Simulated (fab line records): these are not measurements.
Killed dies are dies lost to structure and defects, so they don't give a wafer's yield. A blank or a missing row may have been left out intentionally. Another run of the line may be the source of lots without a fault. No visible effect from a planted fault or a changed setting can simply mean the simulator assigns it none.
Matching of chambers    flow n5Finfet    N5_BEOL_M2_ETCHBACK_99 on rieDiel-03 has 4 sister chambers
The step etches SiO2 in CHF3, target depth 5 nm, time 10.4 s. 4 wafers are shown with their chamber, then 10 later ones without.

== EACH WAFER AND ITS CHAMBER ==
wafer   chamber  showerheadPlenumPTorr (Torr)
L086.6  1        2.11
L088.1  2        2.16
L088.2  0        2.05
L090.5  3        2.05

== WAFERS WHOSE CHAMBER IS MISSING ==
wafer   showerheadPlenumPTorr (Torr)
L090.6  2.16
L087.2  2.11
L087.3  2.16
L087.5  2.05
L092.1  2.05
L092.2  2.16
L092.4  2.16
L094.1  2.05
L094.3  2.04
L094.4  2.05

== WHICH CHAMBER EACH WENT THROUGH ==
wafer   from the rows above      in truth
L090.6  2                        2
L087.2  1                        1
L087.3  2                        2
L087.5  can't be placed: 0 or 3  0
L092.1  can't be placed: 0 or 3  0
L092.2  2                        2
L092.4  2                        2
L094.1  can't be placed: 0 or 3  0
L094.3  can't be placed: 0 or 3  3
L094.4  can't be placed: 0 or 3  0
Correctly placed: 5 of 10. These rows do not allow placing 5 (true chamber among the candidates in 5). Number placed wrongly: 0.
How it was worked out, from the rows above alone: a wafer's distance from a chamber is the root of the sum, over the readings, of the square of ((its reading less the chamber's mean) divided by the reading's scatter). If the next closest chamber is less than 2 further off than the closest, the wafer can't be placed; otherwise it belongs to the closest. A chamber's mean is the mean of its shown wafers. The scatter: root of mean squared gap, hidden wafer to nearest shown wafer, with one shown wafer a chamber.
